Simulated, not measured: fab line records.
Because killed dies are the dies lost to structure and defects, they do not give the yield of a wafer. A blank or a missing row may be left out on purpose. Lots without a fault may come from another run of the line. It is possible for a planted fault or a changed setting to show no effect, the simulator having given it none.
Which tool did it? / flow nandHarc / 23 lots with 69 wafers sampled at 3 steps, on a route of 1159 steps

== WHAT THE GAUGES READ, wafer by wafer ==
NHARC_A_M1_INSPECT_27. Usual: 468 for rawDefectCount, sd 130.
lot=L074; measured=day 17 23:22; on=defectInspect-02; rawDefectCount=410 443 457; flag=
lot=L075; measured=day 18 10:52; on=defectInspect-02; rawDefectCount=448 344 343; flag=
lot=L077; measured=day 18 15:29; on=defectInspect-02; rawDefectCount=473 452 349; flag=
lot=L076; measured=day 18 16:07; on=defectInspect-02; rawDefectCount=479 430 480; flag=
lot=L079; measured=day 19 13:21; on=defectInspect-02; rawDefectCount=539 502 628; flag=
lot=L080; measured=day 19 13:40; on=defectInspect-02; rawDefectCount=401 402 444; flag=
lot=L081; measured=day 19 19:35; on=defectInspect-02; rawDefectCount=432 549 547; flag=
lot=L083; measured=day 20 04:25; on=defectInspect-01; rawDefectCount=385 688 596; flag=
lot=L084; measured=day 20 09:32; on=defectInspect-01; rawDefectCount=447 399 356; flag=
lot=L082; measured=day 20 09:58; on=defectInspect-01; rawDefectCount=461 420 396; flag=
lot=L086; measured=day 20 14:31; on=defectInspect-02; rawDefectCount=397 592 375; flag=
lot=L087; measured=day 20 17:05; on=defectInspect-02; rawDefectCount=385 395 626; flag=
lot=L085; measured=day 21 14:37; on=defectInspect-01; rawDefectCount=306 335 417; flag=
lot=L089; measured=day 21 15:15; on=defectInspect-01; rawDefectCount=282 425 462; flag=
lot=L088; measured=day 21 20:21; on=defectInspect-02; rawDefectCount=702 622 718; flag=
lot=L090; measured=day 22 00:36; on=defectInspect-01; rawDefectCount=365 477 382; flag=
lot=L092; measured=day 22 10:44; on=defectInspect-02; rawDefectCount=469 416 736; flag=
lot=L094; measured=day 22 12:04; on=defectInspect-01; rawDefectCount=357 285 421; flag=
lot=L093; measured=day 22 16:58; on=defectInspect-01; rawDefectCount=421 373 523; flag=
lot=L091; measured=day 22 17:14; on=defectInspect-02; rawDefectCount=485 573 485; flag=
lot=L095; measured=day 23 08:26; on=defectInspect-01; rawDefectCount=440 422 370; flag=
lot=L096; measured=day 23 09:14; on=defectInspect-02; rawDefectCount=561 494 470; flag=
lot=L097; measured=day 23 21:34; on=defectInspect-01; rawDefectCount=565 515 453; flag=

== TOOL THAT RAN EACH LOT (tool first, then ch and the chambers of the sampled wafers, then the start) ==
lot=L074; NHARC_A_M1_DESCUM_14=rieDiel-01 ch 0,3, day 17 20:47; NHARC_A_M1_ETCH_35=rieDiel-01 ch 1,2,3, day 17 20:53
lot=L075; NHARC_A_M1_DESCUM_14=rieDiel-01 ch 0,2,3, day 18 08:17; NHARC_A_M1_ETCH_35=rieDiel-01 ch 1,2,3, day 18 08:22
lot=L077; NHARC_A_M1_DESCUM_14=rieDiel-01 ch 0,2, day 18 12:49; NHARC_A_M1_ETCH_35=rieDiel-01 ch 0,2,3, day 18 12:54
lot=L076; NHARC_A_M1_DESCUM_14=rieDiel-11 ch 2,3, day 18 13:33; NHARC_A_M1_ETCH_35=rieDiel-11 ch 2,3, day 18 13:38
lot=L079; NHARC_A_M1_DESCUM_14=rieDiel-11 ch 0,2,3, day 19 10:41; NHARC_A_M1_ETCH_35=rieDiel-11 ch 1,2,3, day 19 10:46
lot=L080; NHARC_A_M1_DESCUM_14=rieDiel-06 ch 0,1, day 19 11:00; NHARC_A_M1_ETCH_35=rieDiel-06 ch 0,2, day 19 11:06
lot=L081; NHARC_A_M1_DESCUM_14=rieDiel-06 ch 1,2, day 19 16:52; NHARC_A_M1_ETCH_35=rieDiel-06 ch 0,2, day 19 16:58
lot=L083; NHARC_A_M1_DESCUM_14=rieDiel-06 ch 0,3, day 20 01:49; NHARC_A_M1_ETCH_35=rieDiel-06 ch 1,2, day 20 01:54
lot=L084; NHARC_A_M1_DESCUM_14=rieDiel-11 ch 2,3, day 20 06:57; NHARC_A_M1_ETCH_35=rieDiel-11 ch 0,2, day 20 07:02
lot=L082; NHARC_A_M1_DESCUM_14=rieDiel-11 ch 1,2,3, day 20 07:14; NHARC_A_M1_ETCH_35=rieDiel-11 ch 0,2, day 20 07:19
lot=L086; NHARC_A_M1_DESCUM_14=rieDiel-11 ch 1,2,3, day 20 11:49; NHARC_A_M1_ETCH_35=rieDiel-11 ch 0,1, day 20 11:53
lot=L087; NHARC_A_M1_DESCUM_14=rieDiel-11 ch 0,1, day 20 14:12; NHARC_A_M1_ETCH_35=rieDiel-11 ch 0,1,2, day 20 14:18
lot=L085; NHARC_A_M1_DESCUM_14=rieDiel-06 ch 1,2,3, day 21 12:04; NHARC_A_M1_ETCH_35=rieDiel-06 ch 0,1,3, day 21 12:08
lot=L089; NHARC_A_M1_DESCUM_14=rieDiel-06 ch 0,2,3, day 21 12:37; NHARC_A_M1_ETCH_35=rieDiel-06 ch 0,2, day 21 12:42
lot=L088; NHARC_A_M1_DESCUM_14=rieDiel-11 ch 0,2,3, day 21 17:05; NHARC_A_M1_ETCH_35=rieDiel-11 ch 0,1,2, day 21 17:28
lot=L090; NHARC_A_M1_DESCUM_14=rieDiel-01 ch 0,2,3, day 21 22:02; NHARC_A_M1_ETCH_35=rieDiel-01 ch 0,1,2, day 21 22:07
lot=L092; NHARC_A_M1_DESCUM_14=rieDiel-06 ch 0,2,3, day 22 08:05; NHARC_A_M1_ETCH_35=rieDiel-06 ch 1,2,3, day 22 08:10
lot=L094; NHARC_A_M1_DESCUM_14=rieDiel-06 ch 0,1,2, day 22 09:28; NHARC_A_M1_ETCH_35=rieDiel-06 ch 1,2,3, day 22 09:34
lot=L093; NHARC_A_M1_DESCUM_14=rieDiel-11 ch 0,1,2, day 22 14:04; NHARC_A_M1_ETCH_35=rieDiel-11 ch 0,2, day 22 14:11
lot=L091; NHARC_A_M1_DESCUM_14=rieDiel-01 ch 0,1,3, day 22 14:14; NHARC_A_M1_ETCH_35=rieDiel-01 ch 0,1,2, day 22 14:19
lot=L095; NHARC_A_M1_DESCUM_14=rieDiel-11 ch 0,1,2, day 23 05:26; NHARC_A_M1_ETCH_35=rieDiel-11 ch 0,1,2, day 23 05:32
lot=L096; NHARC_A_M1_DESCUM_14=rieDiel-06 ch 1,2,3, day 23 06:40; NHARC_A_M1_ETCH_35=rieDiel-06 ch 2,3, day 23 06:45
lot=L097; NHARC_A_M1_DESCUM_14=rieDiel-01 ch 1,2,3, day 23 18:55; NHARC_A_M1_ETCH_35=rieDiel-01 ch 1,2,3, day 23 18:59
- NHARC_A_M1_DESCUM_14: chemistry O2, time 3 s.
- NHARC_A_M1_ETCH_35: etches the open film in N2/H2, target depth 40 nm, overetch 12 nm, time 43.94 s.

== AS READ BY THE TOOLS THEMSELVES (means over the sampled wafers that have a number; for cases with no such wafer, the mark the record gives instead) ==
NHARC_A_M1_DESCUM_14. Usual: drypumpMotorCurrentA 5.8 A, standard deviation 0.44; oesProductAu 1.005 a.u., standard deviation 0.0092; rfVppV 57.7 V, standard deviation 0.94; showerheadPlenumPTorr 1.89 Torr, standard deviation 0.069; throttleValvePct 11.312 %, standard deviation 0.0087.
lot=L074; tool=rieDiel-01; drypumpMotorCurrentA (A)=6.3; oesProductAu (a.u.)=1.000; rfVppV (V)=57.5; showerheadPlenumPTorr (Torr)=1.88; throttleValvePct (%)=11.311; flag=
lot=L075; tool=rieDiel-01; drypumpMotorCurrentA (A)=6.1; oesProductAu (a.u.)=0.992; rfVppV (V)=57.4; showerheadPlenumPTorr (Torr)=1.85; throttleValvePct (%)=11.303; flag=
lot=L077; tool=rieDiel-01; drypumpMotorCurrentA (A)=5.8; oesProductAu (a.u.)=0.999; rfVppV (V)=57.3; showerheadPlenumPTorr (Torr)=1.83; throttleValvePct (%)=11.312; flag=
lot=L076; tool=rieDiel-11; drypumpMotorCurrentA (A)=6.0; oesProductAu (a.u.)=1.006; rfVppV (V)=57.8; showerheadPlenumPTorr (Torr)=1.96; throttleValvePct (%)=11.313; flag=
lot=L079; tool=rieDiel-11; drypumpMotorCurrentA (A)=6.1; oesProductAu (a.u.)=1.008; rfVppV (V)=57.1; showerheadPlenumPTorr (Torr)=1.94; throttleValvePct (%)=11.312; flag=
lot=L080; tool=rieDiel-06; drypumpMotorCurrentA (A)=5.1; oesProductAu (a.u.)=1.003; rfVppV (V)=56.5; showerheadPlenumPTorr (Torr)=1.80; throttleValvePct (%)=11.313; flag=
lot=L081; tool=rieDiel-06; drypumpMotorCurrentA (A)=5.4; oesProductAu (a.u.)=1.011; rfVppV (V)=57.7; showerheadPlenumPTorr (Torr)=1.80; throttleValvePct (%)=11.303; flag=
lot=L083; tool=rieDiel-06; drypumpMotorCurrentA (A)=5.6; oesProductAu (a.u.)=0.996; rfVppV (V)=58.1; showerheadPlenumPTorr (Torr)=1.94; throttleValvePct (%)=11.311; flag=
lot=L084; tool=rieDiel-11; drypumpMotorCurrentA (A)=6.0; oesProductAu (a.u.)=1.012; rfVppV (V)=57.9; showerheadPlenumPTorr (Torr)=1.96; throttleValvePct (%)=11.315; flag=
lot=L082; tool=rieDiel-11; drypumpMotorCurrentA (A)=6.0; oesProductAu (a.u.)=1.002; rfVppV (V)=57.7; showerheadPlenumPTorr (Torr)=1.96; throttleValvePct (%)=11.320; flag=
lot=L086; tool=rieDiel-11; drypumpMotorCurrentA (A)=6.0; oesProductAu (a.u.)=1.004; rfVppV (V)=57.9; showerheadPlenumPTorr (Torr)=1.96; throttleValvePct (%)=11.309; flag=
lot=L087; tool=rieDiel-11; drypumpMotorCurrentA (A)=6.2; oesProductAu (a.u.)=1.000; rfVppV (V)=58.0; showerheadPlenumPTorr (Torr)=1.93; throttleValvePct (%)=11.314; flag=
lot=L085; tool=rieDiel-06; drypumpMotorCurrentA (A)=5.6; oesProductAu (a.u.)=1.006; rfVppV (V)=57.9; showerheadPlenumPTorr (Torr)=1.87; throttleValvePct (%)=11.316; flag=
lot=L089; tool=rieDiel-06; drypumpMotorCurrentA (A)=5.6; oesProductAu (a.u.)=1.011; rfVppV (V)=58.4; showerheadPlenumPTorr (Torr)=1.89; throttleValvePct (%)=11.315; flag=
lot=L088; tool=rieDiel-11; drypumpMotorCurrentA (A)=6.1; oesProductAu (a.u.)=1.008; rfVppV (V)=58.0; showerheadPlenumPTorr (Torr)=1.94; throttleValvePct (%)=11.317; flag=
lot=L090; tool=rieDiel-01; drypumpMotorCurrentA (A)=6.1; oesProductAu (a.u.)=1.015; rfVppV (V)=57.8; showerheadPlenumPTorr (Torr)=1.85; throttleValvePct (%)=11.306; flag=
lot=L092; tool=rieDiel-06; drypumpMotorCurrentA (A)=5.5; oesProductAu (a.u.)=1.001; rfVppV (V)=57.2; showerheadPlenumPTorr (Torr)=1.89; throttleValvePct (%)=11.317; flag=
lot=L094; tool=rieDiel-06; drypumpMotorCurrentA (A)=5.3; oesProductAu (a.u.)=1.003; rfVppV (V)=57.7; showerheadPlenumPTorr (Torr)=1.82; throttleValvePct (%)=11.310; flag=
lot=L093; tool=rieDiel-11; drypumpMotorCurrentA (A)=6.2; oesProductAu (a.u.)=1.011; rfVppV (V)=57.7; showerheadPlenumPTorr (Torr)=1.96; throttleValvePct (%)=11.318; flag=
lot=L091; tool=rieDiel-01; drypumpMotorCurrentA (A)=6.1; oesProductAu (a.u.)=1.005; rfVppV (V)=58.2; showerheadPlenumPTorr (Torr)=1.87; throttleValvePct (%)=11.322; flag=
lot=L095; tool=rieDiel-11; drypumpMotorCurrentA (A)=6.2; oesProductAu (a.u.)=1.013; rfVppV (V)=57.4; showerheadPlenumPTorr (Torr)=1.96; throttleValvePct (%)=11.308; flag=
lot=L096; tool=rieDiel-06; drypumpMotorCurrentA (A)=5.6; oesProductAu (a.u.)=1.001; rfVppV (V)=57.7; showerheadPlenumPTorr (Torr)=1.87; throttleValvePct (%)=11.316; flag=
lot=L097; tool=rieDiel-01; drypumpMotorCurrentA (A)=6.0; oesProductAu (a.u.)=0.999; rfVppV (V)=57.2; showerheadPlenumPTorr (Torr)=1.84; throttleValvePct (%)=11.308; flag=

NHARC_A_M1_ETCH_35. Usual: drypumpMotorCurrentA 5.8 A, standard deviation 0.44; oesProductAu 1.004 a.u., standard deviation 0.0093; rfVppV 429.7 V, standard deviation 2.3; showerheadPlenumPTorr 2.01 Torr, standard deviation 0.077; throttleValvePct 14.170 %, standard deviation 0.0088.
lot=L074; tool=rieDiel-01; drypumpMotorCurrentA (A)=6.0; oesProductAu (a.u.)=0.995; rfVppV (V)=428.8; showerheadPlenumPTorr (Torr)=1.96; throttleValvePct (%)=14.172; flag=
lot=L075; tool=rieDiel-01; drypumpMotorCurrentA (A)=6.0; oesProductAu (a.u.)=0.999; rfVppV (V)=428.9; showerheadPlenumPTorr (Torr)=1.96; throttleValvePct (%)=14.167; flag=
lot=L077; tool=rieDiel-01; drypumpMotorCurrentA (A)=6.1; oesProductAu (a.u.)=1.005; rfVppV (V)=428.8; showerheadPlenumPTorr (Torr)=1.97; throttleValvePct (%)=14.178; flag=
lot=L076; tool=rieDiel-11; drypumpMotorCurrentA (A)=6.1; oesProductAu (a.u.)=1.000; rfVppV (V)=432.0; showerheadPlenumPTorr (Torr)=2.09; throttleValvePct (%)=14.176; flag=
lot=L079; tool=rieDiel-11; drypumpMotorCurrentA (A)=6.0; oesProductAu (a.u.)=1.011; rfVppV (V)=432.2; showerheadPlenumPTorr (Torr)=2.09; throttleValvePct (%)=14.171; flag=
lot=L080; tool=rieDiel-06; drypumpMotorCurrentA (A)=5.3; oesProductAu (a.u.)=0.995; rfVppV (V)=428.7; showerheadPlenumPTorr (Torr)=1.97; throttleValvePct (%)=14.169; flag=
lot=L081; tool=rieDiel-06; drypumpMotorCurrentA (A)=5.3; oesProductAu (a.u.)=0.993; rfVppV (V)=428.4; showerheadPlenumPTorr (Torr)=1.97; throttleValvePct (%)=14.163; flag=
lot=L083; tool=rieDiel-06; drypumpMotorCurrentA (A)=5.6; oesProductAu (a.u.)=1.011; rfVppV (V)=428.3; showerheadPlenumPTorr (Torr)=1.94; throttleValvePct (%)=14.163; flag=
lot=L084; tool=rieDiel-11; drypumpMotorCurrentA (A)=6.3; oesProductAu (a.u.)=1.007; rfVppV (V)=430.7; showerheadPlenumPTorr (Torr)=2.07; throttleValvePct (%)=14.168; flag=
lot=L082; tool=rieDiel-11; drypumpMotorCurrentA (A)=6.3; oesProductAu (a.u.)=1.008; rfVppV (V)=431.3; showerheadPlenumPTorr (Torr)=2.07; throttleValvePct (%)=14.174; flag=
lot=L086; tool=rieDiel-11; drypumpMotorCurrentA (A)=6.2; oesProductAu (a.u.)=0.995; rfVppV (V)=430.6; showerheadPlenumPTorr (Torr)=2.06; throttleValvePct (%)=14.171; flag=
lot=L087; tool=rieDiel-11; drypumpMotorCurrentA (A)=6.2; oesProductAu (a.u.)=1.013; rfVppV (V)=432.8; showerheadPlenumPTorr (Torr)=2.09; throttleValvePct (%)=14.174; flag=
lot=L085; tool=rieDiel-06; drypumpMotorCurrentA (A)=5.4; oesProductAu (a.u.)=1.002; rfVppV (V)=429.3; showerheadPlenumPTorr (Torr)=1.99; throttleValvePct (%)=14.165; flag=
lot=L089; tool=rieDiel-06; drypumpMotorCurrentA (A)=5.5; oesProductAu (a.u.)=1.006; rfVppV (V)=428.4; showerheadPlenumPTorr (Torr)=1.97; throttleValvePct (%)=14.160; flag=
lot=L088; tool=rieDiel-11; drypumpMotorCurrentA (A)=6.2; oesProductAu (a.u.)=1.000; rfVppV (V)=431.2; showerheadPlenumPTorr (Torr)=2.09; throttleValvePct (%)=14.162; flag=
lot=L090; tool=rieDiel-01; drypumpMotorCurrentA (A)=5.8; oesProductAu (a.u.)=1.002; rfVppV (V)=428.2; showerheadPlenumPTorr (Torr)=1.97; throttleValvePct (%)=14.173; flag=
lot=L092; tool=rieDiel-06; drypumpMotorCurrentA (A)=5.6; oesProductAu (a.u.)=1.008; rfVppV (V)=429.4; showerheadPlenumPTorr (Torr)=1.99; throttleValvePct (%)=14.171; flag=
lot=L094; tool=rieDiel-06; drypumpMotorCurrentA (A)=5.6; oesProductAu (a.u.)=1.002; rfVppV (V)=429.1; showerheadPlenumPTorr (Torr)=1.99; throttleValvePct (%)=14.172; flag=
lot=L093; tool=rieDiel-11; drypumpMotorCurrentA (A)=6.3; oesProductAu (a.u.)=1.012; rfVppV (V)=431.0; showerheadPlenumPTorr (Torr)=2.06; throttleValvePct (%)=14.176; flag=
lot=L091; tool=rieDiel-01; drypumpMotorCurrentA (A)=5.8; oesProductAu (a.u.)=1.007; rfVppV (V)=428.8; showerheadPlenumPTorr (Torr)=1.97; throttleValvePct (%)=14.168; flag=
lot=L095; tool=rieDiel-11; drypumpMotorCurrentA (A)=6.2; oesProductAu (a.u.)=1.009; rfVppV (V)=432.5; showerheadPlenumPTorr (Torr)=2.09; throttleValvePct (%)=14.160; flag=
lot=L096; tool=rieDiel-06; drypumpMotorCurrentA (A)=5.8; oesProductAu (a.u.)=1.005; rfVppV (V)=430.0; showerheadPlenumPTorr (Torr)=2.02; throttleValvePct (%)=14.169; flag=
lot=L097; tool=rieDiel-01; drypumpMotorCurrentA (A)=6.0; oesProductAu (a.u.)=1.004; rfVppV (V)=427.8; showerheadPlenumPTorr (Torr)=1.96; throttleValvePct (%)=14.174; flag=

== THE ANSWER, worked out from the rows above alone ==
Rule: take the mean of a lot's wafers that have a number; if it is more than 3 standard deviations from the usual mean, the lot is off. Also off: a lot with no number at a reading for which 4 or more lots have one. The other lots that the step has rows for count as sound. Order of review: gauges by route order, followed by the tools' own readings, for which a lot's mean as printed above is used. The first step at which some lot is off is used, and at that step the reading that is off furthest; a lot without a number counts as furthest.
None of the lots is off at any reading shown; this tells nothing.

== WHAT WAS PUT IN BY THE SIMULATOR ==
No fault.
